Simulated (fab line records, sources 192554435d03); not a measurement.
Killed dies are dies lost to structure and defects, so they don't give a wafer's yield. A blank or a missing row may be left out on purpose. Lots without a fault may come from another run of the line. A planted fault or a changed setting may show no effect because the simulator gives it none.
Problem report in the 8D (eight disciplines) form, filled by code | flow n5_finfet | the parts of the form that need people (team, actions taken, sign-off) are left out

1. THE PROBLEM
oes_product_au at N5_FIN_SAQP_ETCH_65 reads a mean of 1.321 a.u. on 3 wafers of 3 lots; wafers without a fault read 0.995 a.u. with a standard deviation of 0.022. That is +15 standard deviations from the usual mean.
The step: etches SiO2 in CF4, target depth 4 nm, time 4.4 s.
First seen on wafer L259.1, day 3 13:26, on rie_si-04. The record holds 19 wafers of 7 lots with a number at this step. Rule for "out", or "out of limits": more than 4 standard deviations from the usual mean. The other wafers with a number count as sound.

2. WHAT IT IS AND WHAT IT IS NOT
question                    | is                     | is not
which readings at this step | oes_product_au         | bias_w, drypump_motor_current_A
which lots                  | L259, L264, L265       | L253, L258, L270, L275
which wafers of those lots  | L259.1, L264.1, L265.6 | L259.3, L259.5, L264.5, L265.5
read on which tools         | rie_si-04              | rie_si-03
when                        | from day 3 13:26       | up to then (8 sound wafers); but 8 sound wafers of L264, L265, L270, L275 came after

3. SUSPECTS, AND WHAT RULES EACH OUT
Counting: a tool at a process step up to the reading stays a suspect if it ran every lot that is out. Sound lots after the first of them don't rule it out here, since some wafers of a struck lot are sound.
- rie_diel-06 at N5_FIN_SAQP_HM_OPEN_73 (chemistry CHF3/O2, target SiO2, stops on a-Si, target depth 12 nm, time 16.8 s): kept. It ran every lot that is out, first L259 (day 3 11:17); its last sound lot up to then is L253 (day 1 22:29).
- rie_si-03 at N5_FIN_SAQP_MANDREL_ETCH_22 (etches a-Si in HBr/Cl2, stops on SiNx, target depth 60 nm, bt time 10 s, time 30 s): kept. It ran every lot that is out, first L259 (day 3 11:23); its last sound lot up to then is L258 (day 3 05:29).
- vapor_etch-01 at N5_FIN_SAQP_RECESS_75 (chemistry HF/NH3, target SiO2, target depth 14.4 nm, afs cycles 3, sublimation time 60 s): kept. It ran every lot that is out, first L259 (day 3 11:54); its last sound lot up to then is L258 (day 3 06:02).
- rie_si-04 at N5_FIN_SAQP_ETCH_65 (etches SiO2 in CF4, target depth 4 nm, time 4.4 s): kept. It ran every lot that is out, first L259 (day 3 13:26); its last sound lot up to then is L258 (day 3 07:29). Its own readings are out on those wafers: oes_product_au.
Left after counting: rie_diel-06 at N5_FIN_SAQP_HM_OPEN_73, rie_si-03 at N5_FIN_SAQP_MANDREL_ETCH_22, vapor_etch-01 at N5_FIN_SAQP_RECESS_75, rie_si-04 at N5_FIN_SAQP_ETCH_65.

4. THE CAUSE (what the simulator had put in)
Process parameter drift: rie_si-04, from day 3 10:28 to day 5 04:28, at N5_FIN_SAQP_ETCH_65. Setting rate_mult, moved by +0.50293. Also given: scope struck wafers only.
Counting left 4 suspects, and this tool is among them.

5. THE CHAIN OF EFFECTS, in route order
Each row: a reading whose mean over the struck wafers that have a number lies more than 3 standard deviations from the usual. Only readings for which the record gives a usual standard deviation are gone through. hours: the time from each lot's start at the first step in this table that gives one to its start at this step, as a median over the lots. sigmas: the change in usual standard deviations.
hours | step                | reading        | usual      | on struck wafers | change | sigmas
0     | N5_FIN_SAQP_ETCH_65 | oes_product_au | 0.995 a.u. | 1.321            | +0.326 | +15
The process steps in it:
- N5_FIN_SAQP_ETCH_65: etches SiO2 in CF4, target depth 4 nm, time 4.4 s.

6. WHAT WOULD HAVE CAUGHT IT SOONER
In this record the first reading out of limits was taken at day 3 13:26, 3 hours after the fault began at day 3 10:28.
